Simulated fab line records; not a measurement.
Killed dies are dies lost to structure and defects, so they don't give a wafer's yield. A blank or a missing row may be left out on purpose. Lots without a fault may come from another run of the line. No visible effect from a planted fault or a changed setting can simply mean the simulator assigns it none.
fab line records | flow n5_finfet
record: lots: 12 | wafers: 29 | last_day: 16
route steps=1938 shown MOL_CONTACT_COAG@578 PASSIVATION@1936
lots that met no fault: taken from a fault-free run of the same line
start_h: the number of hours between the record's first day and the start of the first shown wafer of the lot | wait_h: hours elapsed since this lot's preceding step | " repeats the value in the row above | L1.1+2: one row covering several wafers at once | - no value present, or no start provided | * or withheld: withheld | < > ~ a bound
route shown NAME@n: a module of which the file shows steps, and the number in the route of the first | usual: mean/standard deviation of fault-free wafers | same: alike in all rows | chamber/n: place in a boat | sites: the reading at each site | _std_site: the standard deviation of these | _edge_site: inner sites' mean taken away from outer sites' mean | radius_mm: how far each site lies from the wafer's centre | mask NAME#n: copy n | behind: the tool/chamber that last shaped the wafer | hold: the reason the lot was held/the length of the hold in hours/how it ended | device: which transistor (n, p or np) failed to switch | end of line: the same wafers' tests at the end of the route | step lacking rows: just its recipe | killed: dies lost to structure and defects at the first sort, not the wafer's yield | map: dies across one wafer; x = killed, . = not, _ = none there
set.NAME: setting as actually run; set.NAME@STEP: the setting as run at that earlier step | model.NAME: the simulator's own value behind a step, which no gauge read
one table for each step of the route and one row for each wafer, over a sample of lots
services: when a tool's chamber went out of use (start_h, in hours from the record's first day, below 0 if earlier), for how many hours, and the reason
== steps ==
step: N5_MOL_CONTACT_COAG_ETCH_90
recipe: chemistry: CF4 | target: SiARC | target_depth_a: 130 | mask_material: CAR-EUV | time_s: 21.7 | ion_energy_ev: 80 | pressure_mtorr: 40 | source_w: 545 | bias_w: 36 | Ar_flow_sccm: 100 | cf4_flow_sccm: 100 | ends: cleared
usual: bias_w: 36.00/0.11 | drypump_motor_current_A: 5.7/0.54 | etch_rf_on_time_s: 21.9/0.62 | oes_product_au: 0.71/0.075 | rf_vpp_V: 183.7/0.92 | showerhead_plenum_p_Torr: 2.12/0.043 | throttle_valve_pct: 15.61/0.24
lot.wafer | tool        | chamber | start_h | wait_h | bias_w | drypump_motor_current_A | etch_rf_on_time_s | oes_product_au | rf_hours_counter_h | rf_vpp_V | showerhead_plenum_p_Torr | throttle_valve_pct
L806.3    | rie_diel-05 | 1       | 114.89  | 0.0    | 36.04  | 5.8                     | 21.7              | 0.75           | 27                 | 184.5    | 2.09                     | 15.45
L806.6    | "           | 1       | "       | "      | 36.04  | 5.8                     | 21.8              | 0.77           | -                  | 183.7    | 2.09                     | 15.45
L809.3    | rie_diel-04 | 0       | 132.33  | 0.0    | 36.03  | 5.9                     | 22.6              | 0.66           | 109                | 183.7    | 2.06                     | 15.49
L809.5    | "           | 1       | "       | "      | 36.06  | 5.4                     | 21.6              | 0.75           | -                  | 183.8    | 2.18                     | 15.57
L810.1    | rie_diel-04 | 1       | 141.76  | 0.0    | 35.91  | 5.4                     | 21.4              | 0.75           | 40                 | 183.1    | 2.18                     | 15.57
L810.6    | "           | 0       | "       | "      | 35.84  | 5.9                     | 22.0              | 0.67           | -                  | 182.6    | 2.06                     | 15.49
L811.1    | rie_diel-01 | 1       | 145.91  | 0.0    | 36.05  | 5.8                     | 22.7              | 0.58           | 212                | 184.8    | 2.10                     | 16.10
L811.3    | "           | 2       | "       | "      | 36.12  | 5.3                     | 21.3              | 0.66           | 124                | 184.5    | 2.24                     | 15.68
L812.4    | rie_diel-04 | 3       | 149.87  | 0.0    | 36.07  | 6.0                     | 21.1              | 0.82           | 14                 | 184.3    | 2.11                     | 15.32
L812.5    | "           | 3       | "       | "      | 35.98  | 6.0                     | 21.4              | 0.82           | -                  | 184.5    | 2.11                     | 15.30
L813.2    | rie_diel-05 | 2       | 156.55  | 0.0    | 36.22  | 6.7                     | 23.4              | 0.60           | 175                | 183.4    | 2.12                     | 15.99
L813.3    | "           | 1       | "       | "      | 36.07  | 5.8                     | 21.6              | 0.73           | 42                 | 184.6    | 2.08                     | 15.48
L813.6    | "           | 0       | "       | "      | 36.17  | 5.1                     | 21.0              | 0.75           | -                  | 182.7    | 2.11                     | 15.46
L814.2    | rie_diel-01 | 3       | 165.64  | 0.0    | 36.00  | 6.0                     | 22.2              | 0.69           | 94                 | 184.3    | 2.18                     | 15.78
L814.5    | "           | 1       | "       | "      | 36.02  | 5.7                     | 22.8              | 0.57           | -                  | 184.3    | 2.10                     | 16.11
L815.2    | rie_diel-05 | 3       | 169.67  | 0.0    | 36.02  | 5.0                     | 21.8              | 0.79           | 21                 | 184.6    | 2.13                     | 15.51
L815.3    | "           | 0       | "       | "      | 35.88  | 5.1                     | 21.0              | 0.74           | 60                 | 182.3    | 2.10                     | 15.47
L815.6    | "           | 3       | "       | "      | 36.01  | 4.9                     | 21.7              | 0.79           | -                  | 183.7    | 2.13                     | 15.52
L816.5    | rie_diel-01 | 3       | 175.88  | 0.0    | 35.88  | 6.0                     | 22.2              | 0.68           | -                  | 182.6    | 2.18                     | 15.79
L816.6    | "           | 0       | "       | "      | 35.88  | 6.3                     | 21.7              | 0.67           | -                  | 183.8    | 2.18                     | 15.78
L819.1    | rie_diel-04 | 0       | 193.90  | 0.0    | 36.11  | 5.9                     | 22.1              | 0.66           | 129                | 183.7    | 2.06                     | 15.52
L819.3    | "           | 2       | "       | "      | 36.12  | 5.4                     | 21.7              | 0.79           | 22                 | 185.5    | 2.09                     | 15.30
L819.5    | "           | 2       | "       | "      | 36.04  | 5.4                     | 21.8              | 0.78           | -                  | 184.0    | 2.09                     | 15.29
L820.2    | rie_diel-05 | 2       | 197.09  | 0.0    | 35.95  | 6.7                     | 23.1              | 0.60           | 190                | 184.2    | 2.11                     | 16.04
L820.5    | "           | 2       | "       | "      | 35.94  | 6.7                     | 23.2              | 0.59           | -                  | 181.9    | 2.11                     | 16.03
L820.6    | "           | 3       | "       | "      | 35.98  | 5.0                     | 22.0              | 0.78           | -                  | 183.4    | 2.12                     | 15.53
L822.2    | rie_diel-05 | 2       | 210.24  | 0.0    | 36.07  | 6.7                     | 23.3              | 0.59           | 194                | 184.2    | 2.11                     | 16.05
L822.3    | "           | 1       | "       | "      | 35.95  | 5.8                     | 22.0              | 0.71           | 63                 | 183.1    | 2.08                     | 15.53
L822.4    | "           | 3       | "       | "      | 36.11  | 5.0                     | 22.2              | 0.77           | 34                 | 183.5    | 2.12                     | 15.55
step: N5_MOL_CONTACT_COAG_ETCHBACK_135
recipe: chemistry: CHF3 | target: SiO2 | target_depth_a: 250 | time_s: 16.7 | ion_energy_ev: 200 | pressure_mtorr: 30 | source_w: 610 | bias_w: 170 | Ar_flow_sccm: 200 | CHF3_flow_sccm: 50
usual: bias_w: 170.0/0.54 | drypump_motor_current_A: 5.7/0.54 | oes_product_au: 0.82/0.087 | rf_vpp_V: 521/17 | showerhead_plenum_p_Torr: 2.37/0.058 | throttle_valve_pct: 18.83/0.24
same: time_s: 16.7
lot.wafer | tool        | chamber | start_h | wait_h | bias_w | drypump_motor_current_A | oes_product_au | rf_hours_counter_h | rf_vpp_V | showerhead_plenum_p_Torr | throttle_valve_pct
L806.3    | rie_diel-01 | 0       | 115.27  | 0.0    | 169.0  | 6.3                     | 0.81           | 118                | 539      | 2.42                     | 18.81
L806.6    | "           | 1       | "       | "      | 169.6  | 5.7                     | 0.70           | -                  | 531      | 2.36                     | 19.32
L809.3    | rie_diel-01 | 1       | 132.92  | 0.0    | 171.2  | 5.8                     | 0.70           | 208                | 531      | 2.36                     | 19.33
L809.5    | "           | 0       | "       | "      | 170.2  | 6.3                     | 0.80           | -                  | 537      | 2.42                     | 18.81
L810.1    | rie_diel-01 | 0       | 142.15  | 0.0    | 170.0  | 6.3                     | 0.79           | 127                | 538      | 2.42                     | 18.80
L810.6    | "           | 2       | "       | "      | 169.5  | 5.3                     | 0.77           | -                  | 491      | 2.51                     | 18.87
L811.1    | rie_diel-05 | 1       | 146.29  | 0.0    | 168.8  | 5.8                     | 0.88           | 39                 | 540      | 2.33                     | 18.68
L811.3    | "           | 2       | "       | "      | 170.2  | 6.7                     | 0.71           | 172                | 510      | 2.34                     | 19.04
L812.4    | rie_diel-04 | 1       | 150.26  | 0.0    | 170.4  | 5.4                     | 0.86           | 42                 | 492      | 2.45                     | 18.81
L812.5    | "           | 1       | "       | "      | 169.8  | 5.4                     | 0.86           | -                  | 490      | 2.45                     | 18.83
L813.2    | rie_diel-05 | 2       | 156.94  | 0.0    | 169.3  | 6.7                     | 0.71           | 175                | 511      | 2.34                     | 19.04
L813.3    | "           | 1       | "       | "      | 169.9  | 5.8                     | 0.89           | 43                 | 540      | 2.32                     | 18.67
L813.6    | "           | 2       | "       | "      | 169.8  | 6.7                     | 0.71           | -                  | 509      | 2.34                     | 19.03
L814.2    | rie_diel-01 | 1       | 166.46  | 0.0    | 170.4  | 5.8                     | 0.69           | 220                | 530      | 2.35                     | 19.35
L814.5    | "           | 1       | "       | "      | 170.8  | 5.7                     | 0.69           | -                  | 530      | 2.35                     | 19.35
L815.2    | rie_diel-05 | 3       | 170.05  | 0.0    | 169.6  | 5.0                     | 0.94           | 21                 | 520      | 2.36                     | 18.67
L815.3    | "           | 2       | "       | "      | 170.1  | 6.7                     | 0.70           | 181                | 509      | 2.34                     | 19.05
L815.6    | "           | 1       | "       | "      | 170.4  | 5.8                     | 0.87           | -                  | 541      | 2.32                     | 18.67
L816.5    | rie_diel-01 | 1       | 176.37  | 0.0    | 170.1  | 5.8                     | 0.69           | -                  | 531      | 2.35                     | 19.35
L816.6    | "           | 2       | "       | "      | 169.6  | 5.3                     | 0.75           | -                  | 492      | 2.50                     | 18.91
L819.1    | rie_diel-04 | 0       | 194.29  | 0.0    | 170.9  | 5.9                     | 0.76           | 129                | 506      | 2.28                     | 18.59
L819.3    | "           | 1       | "       | "      | 170.3  | 5.4                     | 0.84           | 58                 | 492      | 2.44                     | 18.85
L819.5    | "           | 1       | "       | "      | 169.8  | 5.4                     | 0.83           | -                  | 490      | 2.44                     | 18.86
L820.2    | rie_diel-05 | 3       | 197.48  | 0.0    | 169.1  | 5.0                     | 0.92           | 30                 | 519      | 2.35                     | 18.70
L820.5    | "           | 2       | "       | "      | 169.8  | 6.7                     | 0.71           | -                  | 510      | 2.34                     | 19.07
L820.6    | "           | 1       | "       | "      | 170.4  | 5.8                     | 0.87           | -                  | 539      | 2.32                     | 18.69
L822.2    | rie_diel-04 | 1       | 210.63  | 0.0    | 170.5  | 5.4                     | 0.84           | 64                 | 491      | 2.44                     | 18.88
L822.3    | "           | 3       | "       | "      | 170.5  | 6.0                     | 0.92           | 34                 | 542      | 2.33                     | 18.49
L822.4    | "           | 0       | "       | "      | 169.8  | 5.9                     | 0.76           | 136                | 504      | 2.28                     | 18.58
step: N5_MOL_CONTACT_COAG_VIA_ETCH_46
recipe: chemistry: C4F6/O2 | target_depth_a: 460 | overetch_a: 92 | mask_material: SOC | target: SiO2 | bias_w: 455 | pressure_mtorr: 10 | time_s: 40 | source_w: 325 | Ar_flow_sccm: 300 | C4F6_flow_sccm: 10 | O2_flow_sccm: 10 | ion_energy_ev: 575.3 | ends: end_point
usual: C4F6_flow_sccm: 10.00/0.032 | bias_w: 454.8/1.3 | drypump_motor_current_A: 5.7/0.54 | oes_product_au: 0.73/0.07 | rf_vpp_V: 1579/46 | showerhead_plenum_p_Torr: 2.83/0.072 | throttle_valve_pct: 41.3/0.65
lot.wafer | tool        | chamber | start_h | wait_h | C4F6_flow_sccm | bias_w | drypump_motor_current_A | oes_product_au | rf_hours_counter_h | rf_vpp_V | showerhead_plenum_p_Torr | throttle_valve_pct
L806.3    | rie_diel-01 | 0       | 115.31  | 0.0    | 10.03          | 455.4  | 6.3                     | 0.73           | 118                | 1627     | 2.89                     | 41.2
L806.6    | "           | 1       | "       | "      | 9.93           | 454.0  | 5.7                     | 0.64           | -                  | 1608     | 2.81                     | 41.7
L809.3    | rie_diel-01 | 1       | 132.96  | 0.0    | 10.04          | 453.2  | 5.7                     | 0.63           | 208                | 1607     | 2.81                     | 41.8
L809.5    | "           | 0       | "       | "      | 9.96           | 454.7  | 6.3                     | 0.72           | -                  | 1628     | 2.89                     | 41.3
L810.1    | rie_diel-01 | 0       | 142.18  | 0.0    | 10.04          | 452.7  | 6.3                     | 0.70           | 127                | 1628     | 2.89                     | 41.3
L810.6    | "           | 2       | "       | "      | 10.01          | 454.6  | 5.3                     | 0.69           | -                  | 1500     | 3.00                     | 41.3
L811.1    | rie_diel-05 | 1       | 146.33  | 0.0    | 10.01          | 453.8  | 5.8                     | 0.78           | 39                 | 1631     | 2.77                     | 40.6
L811.3    | "           | 2       | "       | "      | 10.02          | 458.3  | 6.7                     | 0.65           | 172                | 1553     | 2.80                     | 41.5
L812.4    | rie_diel-04 | 1       | 150.29  | 0.0    | 10.02          | 452.9  | 5.4                     | 0.79           | 42                 | 1495     | 2.92                     | 40.5
L812.5    | "           | 1       | "       | "      | 10.03          | 455.7  | 5.4                     | 0.79           | -                  | 1495     | 2.92                     | 40.5
L813.2    | rie_diel-05 | 2       | 156.97  | 0.0    | 9.98           | 454.9  | 6.7                     | 0.66           | 175                | 1552     | 2.80                     | 41.5
L813.3    | "           | 1       | "       | "      | 10.00          | 455.9  | 5.8                     | 0.78           | 43                 | 1631     | 2.77                     | 40.6
L813.6    | "           | 2       | "       | "      | 10.02          | 455.0  | 6.7                     | 0.67           | -                  | 1553     | 2.80                     | 41.5
L814.2    | rie_diel-01 | 1       | 166.49  | 0.0    | 9.99           | 455.3  | 5.7                     | 0.63           | 220                | 1606     | 2.80                     | 41.8
L814.5    | "           | 1       | "       | "      | 10.00          | 455.1  | 5.8                     | 0.63           | -                  | 1606     | 2.81                     | 41.7
L815.2    | rie_diel-05 | 3       | 170.08  | 0.0    | 9.95           | 455.3  | 5.0                     | 0.83           | 21                 | 1577     | 2.82                     | 41.3
L815.3    | "           | 2       | "       | "      | 10.03          | 455.1  | 6.7                     | 0.65           | 181                | 1551     | 2.80                     | 41.5
L815.6    | "           | 1       | "       | "      | 10.03          | 454.9  | 5.8                     | 0.78           | -                  | 1632     | 2.77                     | 40.6
L816.5    | rie_diel-01 | 1       | 176.42  | 0.0    | 9.99           | 454.3  | 5.8                     | 0.63           | -                  | 1605     | 2.80                     | 41.8
L816.6    | "           | 2       | "       | "      | 10.02          | 454.8  | 5.3                     | 0.67           | -                  | 1500     | 3.00                     | 41.3
L819.1    | rie_diel-04 | 0       | 194.32  | 0.0    | 9.99           | 455.8  | 5.9                     | 0.69           | 129                | 1533     | 2.72                     | 40.4
L819.3    | "           | 1       | "       | "      | 10.00          | 455.0  | 5.4                     | 0.73           | 58                 | 1494     | 2.91                     | 40.5
L819.5    | "           | 1       | "       | "      | 10.02          | 454.7  | 5.4                     | 0.75           | -                  | 1494     | 2.91                     | 40.5
L820.2    | rie_diel-05 | 3       | 197.51  | 0.0    | 9.93           | 455.6  | 5.0                     | 0.81           | 30                 | 1576     | 2.81                     | 41.3
L820.5    | "           | 2       | "       | "      | 9.96           | 454.1  | 6.7                     | 0.65           | -                  | 1551     | 2.79                     | 41.5
L820.6    | "           | 1       | "       | "      | 10.00          | 452.6  | 5.8                     | 0.75           | -                  | 1630     | 2.77                     | 40.6
L822.2    | rie_diel-04 | 1       | 210.66  | 0.0    | 9.99           | 454.3  | 5.4                     | 0.74           | 64                 | 1494     | 2.91                     | 40.5
L822.3    | "           | 3       | "       | "      | 10.01          | 454.5  | 6.0                     | 0.81           | 34                 | 1631     | 2.78                     | 41.2
L822.4    | "           | 0       | "       | "      | 9.98           | 455.7  | 5.9                     | 0.69           | 136                | 1533     | 2.71                     | 40.4
step: N5_MOL_CONTACT_COAG_ALD_133
recipe: material: SiO2 | target_thk_a: 50 | temp_c: 100 | ald_precursor_family: BDEAS | ald_co_reactant: O2-plasma | pulse_time_s: 1 | co_reactant_pulse_time_s: 1 | purge_time_s: 2 | co_reactant_purge_time_s: 2 | ald_cycles: 35 | pressure_torr: 2
usual: ald_cycles: 35/0 | heater_power_w: 78/6.8 | precursor_pulse_height_rel: 0.999/0.02
same: co_reactant_pulse_time_s: 1 | co_reactant_purge_time_s: 2 | pulse_time_s: 1
lot.wafer | tool       | chamber | start_h | wait_h | ald_cycles | heater_power_w | precursor_pulse_height_rel
L806.3    | ald_sin-03 | 1       | 117.20  | 1.0    | 35         | 99             | 1.021
L806.6    | "          | 2       | "       | "      | 35         | 79             | 0.969
L809.3    | ald_sin-04 | 1       | 134.65  | 0.1    | 35         | 75             | 0.977
L809.5    | "          | 0       | "       | "      | 35         | 74             | 0.965
L810.1    | ald_sin-03 | 2       | 143.24  | 0.1    | 35         | 79             | 1.017
L810.6    | "          | 1       | "       | "      | 35         | 97             | 1.005
L811.1    | ald_sin-04 | 1       | 147.36  | 0.1    | 35         | 73             | 1.002
L811.3    | "          | 3       | "       | "      | 35         | 82             | 0.978
L812.4    | ald_sin-02 | 1       | 151.74  | 0.1    | 35         | 75             | 1.006
L812.5    | "          | 1       | "       | "      | 35         | 75             | 1.001
L813.2    | ald_sin-02 | 1       | 158.59  | 0.3    | 35         | 75             | 1.017
L813.3    | "          | 2       | "       | "      | 35         | 80             | 1.010
L813.6    | "          | 0       | "       | "      | 35         | 75             | 1.031
L814.2    | ald_sin-04 | 0       | 167.79  | 0.2    | 35         | 74             | 0.975
L814.5    | "          | 2       | "       | "      | 35         | 71             | 1.001
L815.2    | ald_sin-04 | 3       | 171.12  | 0.1    | 35         | 84             | 1.007
L815.3    | "          | 0       | "       | "      | 35         | 75             | 1.016
L815.6    | "          | 0       | "       | "      | 35         | 74             | 0.995
L816.5    | ald_sin-02 | 1       | 177.37  | 0.1    | 35         | 76             | 0.992
L816.6    | "          | 0       | "       | "      | 35         | 76             | 1.028
L819.1    | ald_sin-02 | 1       | 195.39  | 0.1    | 35         | 74             | 1.017
L819.3    | "          | 3       | "       | "      | 35         | 77             | 1.005
L819.5    | "          | 2       | "       | "      | 35         | 77             | 0.995
L820.2    | ald_sin-04 | 2       | 198.54  | 0.1    | 35         | 70             | 0.995
L820.5    | "          | 0       | "       | "      | 35         | 75             | 0.978
L820.6    | "          | 3       | "       | "      | 26         | 84             | 1.015
L822.2    | ald_sin-04 | 0       | 211.97  | 0.3    | 35         | 73             | 0.995
L822.3    | "          | 2       | "       | "      | 35         | 69             | 0.997
L822.4    | "          | 3       | "       | "      | 26         | 85             | 0.995
step: N5_PASSIVATION_PROBE_49
usual: killed_at_M0_to_M3: 32/9.3 | killed_at_M4_up: 14/4.9 | killed_at_contacts: 15/7.5 | killed_at_front_end: 40/11 | killed_at_other: 4/3.3 | killed_dies: 104/17 | killed_on_rim: 13/4.2 | killed_open: 68/14 | killed_short: 33/7.9
same: gross_dies: 1180 | killed_at_back_side: 0
lot.wafer | tool      | chamber | start_h | wait_h | killed_at_M0_to_M3 | killed_at_M4_up | killed_at_contacts | killed_at_front_end | killed_at_other | killed_dies | killed_on_rim | killed_open | killed_short
L816.6    | prober-02 | -       | 346.31  | 0.3    | 54                 | 9               | 26                 | 36                  | 10              | 135         | 27            | 92          | 36
L819.1    | prober-02 | -       | 363.25  | 0.0    | 29                 | 15              | 19                 | 53                  | 4               | 120         | 17            | 64          | 43
L819.3    | prober-02 | -       | 363.35  | 0.1    | 19                 | 22              | 8                  | 36                  | 4               | 89          | 14            | 60          | 27
L819.5    | prober-02 | -       | 363.45  | 0.2    | 28                 | 12              | 34                 | 61                  | 5               | 140         | 25            | 90          | 42
L820.2    | prober-01 | -       | 365.91  | 0.1    | 31                 | 9               | 16                 | 31                  | 11              | 98          | 15            | 64          | 25
L820.5    | prober-01 | -       | 366.06  | 0.2    | 25                 | 13              | 14                 | 44                  | 59              | 155         | 69            | 64          | 33
L820.6    | prober-01 | -       | 366.11  | 0.3    | 32                 | 15              | 377                | 52                  | 2               | 478         | 59            | 83          | 37
L822.2    | prober-02 | -       | 374.98  | 0.1    | 25                 | 6               | 17                 | 47                  | 3               | 98          | 9             | 77          | 21
L822.3    | prober-02 | -       | 375.03  | 0.1    | 23                 | 13              | 1                  | 43                  | 2               | 82          | 8             | 58          | 21
L822.4    | prober-02 | -       | 375.08  | 0.2    | 24                 | 9               | 361                | 54                  | 2               | 450         | 50            | 70          | 21
killed by level:class
L816.6 MOL_CONTACT_COAG:geometric_particle:open=22 BEOL_M0_SAQP:geometric_particle:short=14 STI_FIN_REVEAL:geometric_particle:open=10 BEOL_M2:geometric_particle:open=9 BEOL_M3:geometric_particle:open=8 GATE_CUT:geometric_particle:open=7 BEOL_M0_SAQP:geometric_particle:open=7 BEOL_M1:geometric_particle:open=7
L819.1 MOL_CONTACT_COAG:geometric_particle:open=16 BEOL_M0_SAQP:geometric_particle:short=12 STI_FIN_REVEAL:geometric_particle:open=11 FIN_SAQP:geometric_particle:short=10 HKMG_FIN:area_etch=9 BEOL_M0_SAQP:geometric_particle:open=7 FIN_SAQP:geometric_particle:open=4 GATE_CUT:geometric_particle:open=4
L819.3 BEOL_M4:geometric_particle:open=13 FIN_SAQP:geometric_particle:open=9 BEOL_M0_SAQP:geometric_particle:open=8 MOL_CONTACT_COAG:geometric_particle:open=7 STI_FIN_REVEAL:geometric_particle:open=6 FIN_SAQP:geometric_particle:short=3 BEOL_M4:geometric_particle:short=3 MIM_TOP_ETCH:geometric_particle:short=3
L819.5 MOL_CONTACT_COAG:geometric_particle:open=27 FIN_SAQP:geometric_particle:short=11 FIN_SAQP:geometric_particle:open=11 BEOL_M3:geometric_particle:open=9 STI_FIN_REVEAL:geometric_particle:open=8 BEOL_M4:geometric_particle:open=8 MOL_CONTACT_COAG:geometric_particle:short=7 BEOL_M0_SAQP:geometric_particle:open=6
L820.2 MOL_CONTACT_COAG:geometric_particle:open=11 PASSIVATION:area_etch=9 BEOL_M3:geometric_particle:open=8 STI_FIN_REVEAL:geometric_particle:open=6 MOL_CONTACT_COAG:geometric_particle:short=5 BEOL_M0_SAQP:geometric_particle:open=5 BEOL_M1:geometric_particle:open=5 DUMMY_GATE:geometric_particle:open=4
L820.5 PASSIVATION:area_etch=57 STI_FIN_REVEAL:geometric_particle:open=13 MOL_CONTACT_COAG:geometric_particle:open=11 BEOL_M0_SAQP:geometric_particle:open=9 BEOL_M4:geometric_particle:open=9 BEOL_M0_SAQP:geometric_particle:short=8 GATE_CUT:geometric_particle:short=7 DUMMY_GATE:geometric_particle:open=6
L820.6 MOL_CONTACT_COAG:area_ald=357 MOL_CONTACT_COAG:geometric_particle:open=15 STI_FIN_REVEAL:geometric_particle:open=14 BEOL_M3:geometric_particle:open=11 FIN_SAQP:geometric_particle:open=8 BEOL_M0_SAQP:geometric_particle:open=7 GATE_CUT:geometric_particle:short=6 DUMMY_GATE:geometric_particle:open=6
L822.2 FIN_SAQP:geometric_particle:open=13 STI_FIN_REVEAL:geometric_particle:open=12 MOL_CONTACT_COAG:geometric_particle:open=10 MOL_CONTACT_COAG:geometric_particle:short=7 DUMMY_GATE:geometric_particle:open=7 BEOL_M2:geometric_particle:open=6 BEOL_M1:geometric_particle:open=5 BEOL_M3:geometric_particle:open=4
L822.3 FIN_SAQP:geometric_particle:open=10 DUMMY_GATE:geometric_particle:open=6 BEOL_M1:geometric_particle:open=5 STI_FIN_REVEAL:geometric_particle:open=4 DUMMY_GATE:geometric_particle:short=4 GATE_CUT:geometric_particle:short=4 BEOL_M0_SAQP:geometric_particle:open=4 BEOL_M4:geometric_particle:open=4
L822.4 MOL_CONTACT_COAG:area_ald=355 FIN_SAQP:geometric_particle:open=12 DUMMY_GATE:geometric_particle:open=10 STI_FIN_REVEAL:geometric_particle:open=8 BEOL_M3:geometric_particle:open=8 MOL_CONTACT_COAG:geometric_particle:open=6 FIN_SAQP:geometric_particle:short=4 GATE_CUT:geometric_particle:open=4
== services ==
tool        | chamber | start_h | hours | kind
rie_diel-04 | 3       | 94.41   | -     | clean
rie_diel-04 | 3       | 94.41   | -     | consumable_replace:focus_ring
ald_sin-04  | -       | 95.56   | 0.5   | repair
rie_diel-05 | 3       | 96.43   | -     | clean
rie_diel-05 | 3       | 96.43   | -     | consumable_replace:focus_ring
rie_diel-05 | 3       | 96.43   | 19.5  | scheduled_down
rie_diel-05 | 3       | 96.43   | 19.5  | vent_cycle
ald_sin-04  | 0       | 99.53   | -     | clean
ald_sin-04  | 1       | 99.53   | -     | clean
ald_sin-04  | 2       | 99.53   | -     | clean
ald_sin-04  | 3       | 99.53   | -     | clean
ald_sin-02  | -       | 102.55  | 2.8   | pm
rie_diel-04 | 2       | 108.99  | -     | clean
rie_diel-04 | 2       | 108.99  | -     | consumable_replace:focus_ring
rie_diel-04 | 2       | 108.99  | 10.1  | scheduled_down
rie_diel-04 | 2       | 108.99  | 10.1  | vent_cycle
rie_diel-04 | -       | 148.85  | 0.1   | repair
ald_sin-03  | 0       | 149.07  | 8.7   | repair
ald_sin-03  | -       | 164.77  | 4.3   | pm
rie_diel-04 | 2       | 172.28  | 4.3   | repair
ald_sin-03  | -       | 176.75  | 14.0  | pm
ald_sin-03  | 0       | 176.75  | 14.0  | vent_cycle
rie_diel-05 | 0       | 185.05  | 3.2   | repair
rie_diel-04 | -       | 190.71  | 1.6   | repair
== key ==
first_sign: step: N5_MOL_CONTACT_COAG_ALD_133 | reading: ald_cycles | direction: down | sigmas: 99+ | usual: * | struck: *
effect: step: N5_PASSIVATION_PROBE_49 | reading: killed_at_contacts | direction: up | sigmas: 47 | usual: 15 | struck: 369
more_kills_born_at: N5_MOL_CONTACT_COAG_ALD_133@ald_sin-04: 712
met_at N5_MOL_CONTACT_COAG_ALD_133
struck_lots L820,L822
struck_wafers L820.6,L822.4
tester_left_out L820,L822
baseline_loss: step: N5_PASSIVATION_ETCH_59 | wafers: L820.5
not_acting_at N5_MOL_CONTACT_COAG_ETCH_90,N5_MOL_CONTACT_COAG_ETCHBACK_135,N5_MOL_CONTACT_COAG_VIA_ETCH_46
onset_between 171.12 198.54
fault: kind: process_parameter_drift | tool: ald_sin-04 | chamber: - | onset_h: 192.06 | steps: N5_MOL_CONTACT_COAG_ALD_133 | channel: ald_cycles | offset: * | shape: step | end_h: 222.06 | scope: struck_wafers_only | acts_in: * | stated: *
tester_left_out: of these lots the tester's yield and bins aren't shown, on N5 and GAA mostly nor the transistor test; their killed dies are dies lost to structure and defects alone, not to doping, threshold or leakage, so they don't give the yield
baseline_loss: these wafers lose ten dies or more at that step, a loss of the line's own and not of a fault; the sort's usual values leave them out
